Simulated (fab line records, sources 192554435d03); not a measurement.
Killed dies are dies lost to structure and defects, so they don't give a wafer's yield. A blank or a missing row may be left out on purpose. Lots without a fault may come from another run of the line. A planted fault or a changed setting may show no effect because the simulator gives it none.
One fault seen from 2 desks | flow n5_finfet | each desk has only its own numbers; what lay behind them comes last

THE METROLOGY DESK
What the gauges read, lot by lot, whatever tool the lot ran on: means of the sampled wafers that have a number. A lot is out of limits, marked OUT, if its mean lies more than 4 standard deviations from the usual mean; the brackets give that distance. Of its 14 readings 7 are shown: the one that was out of limits first, and those that lie furthest out on some lot.
Columns: A = IOFF_P at N5_BEOL_M4_RC_MEAS_101, usual 0.24 nA/um; B = IOFF_P_85C at N5_BEOL_M4_RC_MEAS_101, usual 4.0 nA/um; C = IOFF_P_LIN at N5_BEOL_M4_RC_MEAS_101, usual 0.107 nA/um; D = ION_P at N5_BEOL_M4_RC_MEAS_101, usual 464 uA/um; E = REXT_P at N5_BEOL_M4_RC_MEAS_101, usual 101 ohm.um; F = VT_P at N5_BEOL_M4_RC_MEAS_101, usual -249 mV; G = VT_P_LVT at N5_BEOL_M4_RC_MEAS_101, usual -98 mV
lot  | first seen here | A    | B   | C     | D   | E             | F    | G
L506 | day 8 13:19     | 0.22 | 3.6 | 0.094 | 453 | 99            | -253 | -102
L507 | day 8 14:33     | 0.24 | 4.1 | 0.115 | 467 | 104           | -247 | -96
L508 | day 9 03:02     | 0.22 | 3.8 | 0.103 | 464 | 97            | -251 | -100
L509 | day 9 10:41     | 0.24 | 4.2 | 0.113 | 465 | 99            | -248 | -95
L512 | day 10 05:03    | 0.27 | 4.4 | 0.119 | 469 | 104           | -245 | -95
L517 | day 11 05:20    | 0.35 | 5.6 | 0.153 | 481 | 95            | -241 | -88
L519 | day 11 13:32    | 0.40 | 6.2 | 0.168 | 496 | 84 (-5.5) OUT | -238 | -86 (+4.2) OUT
L523 | day 13 02:38    | 0.28 | 4.6 | 0.125 | 473 | 100           | -246 | -95
L522 | day 13 03:25    | 0.24 | 4.1 | 0.114 | 469 | 99            | -246 | -97
L525 | day 13 17:25    | 0.24 | 3.9 | 0.104 | 465 | 98            | -251 | -97
L526 | day 13 19:04    | 0.20 | 3.6 | 0.095 | 454 | 102           | -252 | -101
This desk's finding: out of limits on L519; first on L519, day 11 13:32 (REXT_P at N5_BEOL_M4_RC_MEAS_101). In limits: L506, L507, L508, L509, L512, L517, L523, L522, L525, L526.

THE TOOL OWNER'S DESK: ald_sin-01
The tool's own readings at N5_SD_EPI_N_LINER_46 (material SiNx, target thk 3 nm): means of the sampled wafers that have a number, for each lot that ran on this tool. A lot is out of limits, marked OUT, if its mean lies more than 4 standard deviations from the usual mean; the brackets give that distance.
Columns: A = heater_power_w at N5_SD_EPI_N_LINER_46, usual 844 W
lot  | first seen here | A
L507 | day 4 08:05     | 873
L508 | day 4 11:03     | 924
L509 | day 4 17:25     | 1005
L517 | day 6 17:49     | 802
L519 | day 7 04:53     | 799
This desk's finding: nothing out of limits on any of the 5 lots.

PUT TOGETHER
The metrology desk could have raised an alarm at day 11 13:32, on L519.
The tool owner's desk saw nothing out of limits.
The tool owner's desk has L519 on record, within its limits.
Of the lots named, all ran N5_SD_EPI_N_LINER_46 on ald_sin-01.

WHAT THE SIMULATOR HAD PUT IN
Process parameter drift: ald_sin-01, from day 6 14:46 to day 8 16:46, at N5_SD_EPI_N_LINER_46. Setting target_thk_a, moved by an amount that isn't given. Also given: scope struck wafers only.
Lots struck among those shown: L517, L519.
Hours from the fault's start to each desk's first reading out of limits: the metrology desk, 119.
